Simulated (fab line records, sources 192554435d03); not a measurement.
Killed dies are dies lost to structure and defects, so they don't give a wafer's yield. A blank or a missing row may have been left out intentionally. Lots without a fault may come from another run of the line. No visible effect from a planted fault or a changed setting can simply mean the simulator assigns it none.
Which tool was responsible?	flow n5-finfet	72 wafers from 24 lots sampled at 6 of the route's 1938 steps

== WHAT EACH GAUGE READ, for each wafer ==
N5_BEOL_M3_RS_MEAS_58: measures by four-point-probe. Usual: M3_RS 0.67 ohm/sq, standard deviation 0.036.
lot	measured	on	M3_RS (ohm/sq)	flag
L074	day 7 01:50	film-metro-02	0.67 0.69 0.63	
L075	day 7 13:11	film-metro-01	0.71 0.67 0.63	
L076	day 7 20:34	film-metro-01	0.69 0.69 0.68	
L077	day 7 22:01	film-metro-02	0.70 0.63 0.63	
L078	day 8 00:13	film-metro-02	0.70 0.67 0.66	
L079	day 8 07:37	film-metro-01	0.71 0.66 0.68	
L080	day 8 14:30	film-metro-02	0.73 0.66 0.69	
L081	day 9 05:49	film-metro-02	0.67 0.76 0.72	
L082	day 9 19:31	film-metro-02	0.63 0.62 0.61	
L083	day 10 06:14	film-metro-02	0.67 0.67 0.62	
L084	day 10 11:53	film-metro-02	0.65 0.68 0.66	
L085	day 10 14:06	film-metro-01	0.67 0.68 0.70	
L086	day 10 16:38	film-metro-02	0.70 0.68 0.63	
L088	day 10 19:39	film-metro-02	0.66 0.75 0.67	
L087	day 10 20:01	film-metro-01	0.75 0.63 0.66	
L089	day 11 02:08	film-metro-02	0.76 0.66 0.67	
L090	day 11 02:53	film-metro-02	0.74 0.66 0.67	
L091	day 12 04:10	film-metro-02	0.72 0.68 0.70	
L092	day 12 08:22	film-metro-01	0.71 0.73 0.66	
L094	day 12 10:02	film-metro-01	0.67 0.65 0.63	
L093	day 12 12:05	film-metro-02	0.64 0.66 0.68	
L095	day 13 00:26	film-metro-01	0.65 0.62 0.58	
L096	day 13 04:59	film-metro-01	0.65 0.69 0.61	
L097	day 13 05:08	film-metro-01	0.66 0.61 0.60	

== WHAT TOOL EACH LOT RAN ON (gives the tool, then ch and the chambers of the sampled wafers, and finally the start) ==
lot	N5_BEOL_M3_ETCH_41	N5_BEOL_M3_SURFACE_TREAT_85	N5_BEOL_M3_SPUTTER_48	N5_BEOL_M3_SPUTTER_92	N5_BEOL_M3_PRE_CLEAN_60
L074	rie-diel-02 ch 0,1,3, day 6 22:19 or earlier	pvd-sputter-01, day 6 22:19	pvd-sputter-03, day 6 23:00	pvd-sputter-03, day 7 00:19	cvd-co-01 ch 0,2, day 7 01:36
L075	rie-diel-02 ch 0,3, day 7 09:10 or earlier	pvd-sputter-02, day 7 09:10	pvd-sputter-03, day 7 10:23	pvd-sputter-03, day 7 11:42	cvd-co-01 ch 1,2, day 7 12:58
L076	rie-diel-02 ch 0,1,3, day 7 15:35 or earlier	pvd-sputter-01, day 7 15:35	pvd-sputter-03, day 7 17:31	pvd-sputter-03, day 7 18:50	cvd-co-02 ch 0,2, day 7 20:21
L077	rie-diel-05 ch 2,3, day 7 18:55 or earlier	pvd-sputter-02, day 7 18:55	pvd-sputter-02, day 7 19:12	pvd-sputter-02, day 7 20:31	cvd-co-01 ch 0,1, day 7 21:47
L078	rie-diel-02 ch 0,3, day 7 21:02 or earlier	pvd-sputter-02, day 7 21:02	pvd-sputter-02, day 7 21:19	pvd-sputter-02, day 7 22:38	cvd-co-01 ch 0,2, day 8 00:00
L079	rie-diel-06 ch 0,1,2, day 8 04:10 or earlier	pvd-sputter-03, day 8 04:10	pvd-sputter-03, day 8 04:34	pvd-sputter-03, day 8 05:53	cvd-co-01 ch 0,2, day 8 07:23
L080	rie-diel-05 ch 0,1,2, day 8 11:26 or earlier	pvd-sputter-03, day 8 11:26	pvd-sputter-02, day 8 11:40	pvd-sputter-02, day 8 12:59	cvd-co-02 ch 0,1, day 8 14:15
L081	rie-diel-06 ch 0,1,2, day 9 01:25 or earlier	pvd-sputter-03, day 9 01:25	pvd-sputter-02, day 9 03:00	pvd-sputter-02, day 9 04:19	cvd-co-01 ch 0,1,2, day 9 05:35
L082	rie-diel-02 ch 0,2, day 9 16:25 or earlier	pvd-sputter-01, day 9 16:25	pvd-sputter-02, day 9 16:42	pvd-sputter-02, day 9 18:01	cvd-co-02 ch 1,2, day 9 19:17
L083	rie-diel-05 ch 0,1,3, day 10 03:11 or earlier	pvd-sputter-02, day 10 03:11	pvd-sputter-03, day 10 03:26	pvd-sputter-03, day 10 04:45	cvd-co-01 ch 0,1,2, day 10 06:01
L084	rie-diel-02 ch 0,1, day 10 08:45 or earlier	pvd-sputter-03, day 10 08:45	pvd-sputter-03, day 10 09:04	pvd-sputter-03, day 10 10:23	cvd-co-01 ch 0,1,2, day 10 11:40
L085	rie-diel-05 ch 2,3, day 10 09:50 or earlier	pvd-sputter-01, day 10 09:50	pvd-sputter-03, day 10 10:55	pvd-sputter-03, day 10 12:14	cvd-co-02 ch 0,1, day 10 13:53
L086	rie-diel-06 ch 0,1,3, day 10 13:31 or earlier	pvd-sputter-01, day 10 13:31	pvd-sputter-02, day 10 13:46	pvd-sputter-02, day 10 15:05	cvd-co-02 ch 1,2, day 10 16:24
L088	rie-diel-06 ch 0,1,3, day 10 16:37 or earlier	pvd-sputter-02, day 10 16:37	pvd-sputter-01, day 10 16:50	pvd-sputter-01, day 10 18:10	cvd-co-01 ch 0,1, day 10 19:26
L087	rie-diel-06 ch 0,2,3, day 10 16:40 or earlier	pvd-sputter-02, day 10 16:40	pvd-sputter-03, day 10 16:55	pvd-sputter-03, day 10 18:14	cvd-co-02 ch 1, day 10 19:44
L089	rie-diel-06 ch 2,3, day 10 23:07 or earlier	pvd-sputter-03, day 10 23:07	pvd-sputter-02, day 10 23:20	pvd-sputter-02, day 11 00:39	cvd-co-01 ch 1,2, day 11 01:55
L090	rie-diel-02 ch 0,1,3, day 10 23:47 or earlier	pvd-sputter-01, day 10 23:47	pvd-sputter-01, day 11 00:05	pvd-sputter-01, day 11 01:24	cvd-co-02 ch 0,1, day 11 02:40
L091	rie-diel-05 ch 1,2,3, day 12 00:38 or earlier	pvd-sputter-01, day 12 00:38	pvd-sputter-01, day 12 01:19	pvd-sputter-01, day 12 02:38	cvd-co-01 ch 1,2, day 12 03:55
L092	rie-diel-02 ch 0,1,3, day 12 05:10 or earlier	pvd-sputter-01, day 12 05:10	pvd-sputter-02, day 12 05:23	pvd-sputter-02, day 12 06:42	cvd-co-02 ch 0,2, day 12 08:08
L094	rie-diel-06 ch 2,3, day 12 05:54 or earlier	pvd-sputter-03, day 12 05:54	pvd-sputter-02, day 12 07:13	pvd-sputter-02, day 12 08:32	cvd-co-01 ch 0,1, day 12 09:49
L093	rie-diel-06 ch 0,2,3, day 12 08:56 or earlier	pvd-sputter-03, day 12 08:56	pvd-sputter-01, day 12 09:17	pvd-sputter-01, day 12 10:36	cvd-co-01 ch 0,2, day 12 11:52
L095	rie-diel-02 ch 0,1,2, day 12 21:20 or earlier	pvd-sputter-01, day 12 21:20	pvd-sputter-02, day 12 21:38	pvd-sputter-02, day 12 22:58	cvd-co-02 ch 0,1, day 13 00:13
L096	rie-diel-02 ch 0,1,3, day 13 01:58 or earlier	pvd-sputter-01, day 13 01:58	pvd-sputter-01, day 13 02:11	pvd-sputter-01, day 13 03:30	cvd-co-02 ch 0,1,2, day 13 04:46
L097	rie-diel-06 ch 1,2,3, day 13 02:02 or earlier	pvd-sputter-01, day 13 02:02	pvd-sputter-02, day 13 02:19	pvd-sputter-02, day 13 03:38	cvd-co-02 ch 1,2, day 13 04:55
- N5_BEOL_M3_ETCH_41: etches SiCN in CH3F/O2, target depth 29.9 nm, time 52.5 s.
- N5_BEOL_M3_SURFACE_TREAT_85
- N5_BEOL_M3_SPUTTER_48: material Cu, target thk 4.5 nm, time 8.29 s.
- N5_BEOL_M3_SPUTTER_92: material Cu, target thk 4.5 nm, time 8.29 s.
- N5_BEOL_M3_PRE_CLEAN_60: time 15 s.

== AS READ BY THE TOOLS THEMSELVES (means over the sampled wafers that have a number; for cases with no such wafer, the mark the record gives instead) ==
N5_BEOL_M3_ETCH_41. Usual: drypump-motor-current-A 5.6 A, standard deviation 0.52; oes-product-au 0.78 a.u., standard deviation 0.088; rf-vpp-V 298.3 V, standard deviation 1.9; showerhead-plenum-p-Torr 2.03 Torr, standard deviation 0.084; throttle-valve-pct 16.37 %, standard deviation 0.26.
lot	tool	drypump-motor-current-A (A)	oes-product-au (a.u.)	rf-vpp-V (V)	showerhead-plenum-p-Torr (Torr)	throttle-valve-pct (%)	flag
L074	rie-diel-02	5.4	0.74	297.8	2.01	16.61	
L075	rie-diel-02	5.4	0.76	299.6	2.08	16.53	
L076	rie-diel-02	5.5	0.73	297.9	2.01	16.62	
L077	rie-diel-05	5.2	0.73	299.5	2.08	16.57	
L078	rie-diel-02	5.4	0.74	299.1	2.08	16.54	
L079	rie-diel-06	5.9	0.76	297.5	1.99	16.28	
L080	rie-diel-05	5.6	0.77	296.9	2.00	16.50	
L081	rie-diel-06	5.9	0.76	297.1	1.99	16.29	
L082	rie-diel-02	5.1	0.87	299.8	2.12	16.25	
L083	rie-diel-05	5.8	0.76	296.8	1.99	16.33	
L084	rie-diel-02	5.5	0.89	300.1	2.09	16.45	
L085	rie-diel-05	5.4	0.72	299.2	2.08	16.39	
L086	rie-diel-06	6.1	0.77	298.2	2.03	16.17	
L088	rie-diel-06	6.1	0.77	297.8	2.03	16.16	
L087	rie-diel-06	5.8	0.81	297.0	1.97	16.22	
L089	rie-diel-06	6.1	0.86	297.1	1.99	16.14	
L090	rie-diel-02	5.4	0.82	298.7	2.08	16.53	
L091	rie-diel-05	5.4	0.75	298.7	2.05	16.45	
L092	rie-diel-02	5.5	0.79	299.3	2.08	16.54	
L094	rie-diel-06	6.1	0.85	297.0	1.99	16.17	
L093	rie-diel-06	5.9	0.78	297.5	1.97	16.24	
L095	rie-diel-02	5.3	0.84	300.1	2.10	16.39	
L096	rie-diel-02	5.5	0.79	299.2	2.08	16.56	
L097	rie-diel-06	6.3	0.81	298.4	2.04	16.10	

N5_BEOL_M3_SPUTTER_48. Usual: throttle-valve-pct 30.1 %, standard deviation 1.3.
lot	tool	throttle-valve-pct (%)	flag
L074	pvd-sputter-03	30.5	
L075	pvd-sputter-03	31.7	
L076	pvd-sputter-03	31.1	
L077	pvd-sputter-02	29.9	
L078	pvd-sputter-02	29.7	
L079	pvd-sputter-03	30.6	
L080	pvd-sputter-02	29.8	
L081	pvd-sputter-02	30.9	
L082	pvd-sputter-02	30.7	
L083	pvd-sputter-03	29.5	
L084	pvd-sputter-03	29.7	
L085	pvd-sputter-03	30.6	
L086	pvd-sputter-02	29.6	
L088	pvd-sputter-01	30.1	
L087	pvd-sputter-03	30.1	
L089	pvd-sputter-02	28.8	
L090	pvd-sputter-01	30.1	
L091	pvd-sputter-01	30.4	
L092	pvd-sputter-02	29.7	
L094	pvd-sputter-02	30.3	
L093	pvd-sputter-01	29.8	
L095	pvd-sputter-02	30.1	
L096	pvd-sputter-01	30.6	
L097	pvd-sputter-02	30.4	

N5_BEOL_M3_SPUTTER_92. Usual: throttle-valve-pct 30.1 %, standard deviation 1.4.
lot	tool	throttle-valve-pct (%)	flag
L074	pvd-sputter-03	30.3	
L075	pvd-sputter-03	31.8	
L076	pvd-sputter-03	31.0	
L077	pvd-sputter-02	29.6	
L078	pvd-sputter-02	29.6	
L079	pvd-sputter-03	30.6	
L080	pvd-sputter-02	29.7	
L081	pvd-sputter-02	30.8	
L082	pvd-sputter-02	30.8	
L083	pvd-sputter-03	29.5	
L084	pvd-sputter-03	29.6	
L085	pvd-sputter-03	30.8	
L086	pvd-sputter-02	29.5	
L088	pvd-sputter-01	30.2	
L087	pvd-sputter-03	29.9	
L089	pvd-sputter-02	28.8	
L090	pvd-sputter-01	30.2	
L091	pvd-sputter-01	30.6	
L092	pvd-sputter-02	29.7	
L094	pvd-sputter-02	30.0	
L093	pvd-sputter-01	29.8	
L095	pvd-sputter-02	30.3	
L096	pvd-sputter-01	30.7	
L097	pvd-sputter-02	30.5	

N5_BEOL_M3_PRE_CLEAN_60. Usual: heater-power-w 97 W, standard deviation 35.
lot	tool	heater-power-w (W)	flag
L074	cvd-co-01	105	
L075	cvd-co-01	78	
L076	cvd-co-02	115	
L077	cvd-co-01	129	
L078	cvd-co-01	106	
L079	cvd-co-01	80	
L080	cvd-co-02	106	
L081	cvd-co-01	102	
L082	cvd-co-02	73	
L083	cvd-co-01	103	
L084	cvd-co-01	105	
L085	cvd-co-02	106	
L086	cvd-co-02	74	
L088	cvd-co-01	126	
L087	cvd-co-02	53	
L089	cvd-co-01	101	
L090	cvd-co-02	79	
L091	cvd-co-01	78	
L092	cvd-co-02	117	
L094	cvd-co-01	126	
L093	cvd-co-01	81	
L095	cvd-co-02	107	
L096	cvd-co-02	89	
L097	cvd-co-02	65	

== THE ANSWER, worked out from the rows above alone ==
Rule: lot off if the mean of its wafers having a number is beyond 3 standard deviations from the usual mean. A lot without any number at a reading at which 4 lots or more have one is off too. Any other lot the step has rows for is counted as sound. After the gauges, taken in route order, come the tools' own readings; for these a lot's mean is taken, as printed above. At the first step where some lot is off, the reading lying furthest off is the one used; lots without a number count as furthest.
Across all readings shown, no lot is off: no conclusion can be drawn from this.

== WHAT WAS PUT IN BY THE SIMULATOR ==
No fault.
